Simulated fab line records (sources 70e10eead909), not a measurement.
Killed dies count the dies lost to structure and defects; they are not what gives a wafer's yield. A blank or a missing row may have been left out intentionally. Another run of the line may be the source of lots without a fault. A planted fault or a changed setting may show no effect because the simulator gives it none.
Chamber matching -- flow nand harc -- NHARC_A_WL_FILL_ALD_02 on ald metal-03: 4 sister chambers
The step deposits TiN, target thk 2 nm, pulse time 3 s, ald cycles 100. 16 wafers are shown with their chamber, then 8 later ones without.

## WAFERS, EACH WITH ITS CHAMBER
wafer,chamber,heater power w (W),precursor pulse height rel
L076.1,3,1139,1.015
L076.4,1,1233,1.010
L076.5,0,1041,0.996
L078.1,2,1034,1.017
L078.2,3,1101,1.019
L078.3,1,1210,0.991
L086.1,1,1275,1.020
L086.2,3,1110,1.004
L086.5,3,1099,0.977
L088.2,3,1065,0.998
L088.4,2,1091,0.989
L088.5,2,1066,0.982
L090.1,3,1080,0.995
L090.3,0,1083,0.986
L090.6,3,1108,1.024
L093.1,2,1078,1.015

SIGNATURES, as means of the wafers listed above
reading,chamber 0,chamber 1,chamber 2,chamber 3,scatter within a chamber
heater power w,1062.00,1239.33,1067.25,1100.29,26.1
precursor pulse height rel,0.99100,1.00700,1.00075,1.00457,0.0159
Rule: distance of a wafer from a chamber = root of the sum over the readings of ((wafer's reading minus chamber's mean) / reading's scatter) squared. If the next closest chamber is less than 2 further off than the closest, the wafer can't be placed; otherwise it belongs to the closest. How the scatter is found: for the shown wafers, subtract from each reading the mean of its chamber, square and add these, divide the total by (wafers less chambers), then take the root.

## WAFERS MISSING THEIR CHAMBER
wafer,heater power w (W),precursor pulse height rel
L093.3,1096,1.011
L093.4,1070,0.996
L096.1,1311,1.007
L096.2,1081,1.009
L096.5,1286,1.019
L094.1,1237,1.002
L094.3,1069,0.984
L094.6,1077,1.013

## THE CHAMBER EACH PASSED THROUGH
wafer,from the rows above,in truth
L093.3,can't be placed: 3 or 2 or 0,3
L093.4,can't be placed: 2 or 0 or 3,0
L096.1,1,1
L096.2,can't be placed: 2 or 3 or 0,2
L096.5,1,1
L094.1,1,1
L094.3,can't be placed: 0 or 2 or 3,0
L094.6,can't be placed: 2 or 3 or 0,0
Placed correctly: 3 of 8. Unplaceable from these rows: 5, with the true chamber sitting among the candidates in 5. Wrongly placed: 0.
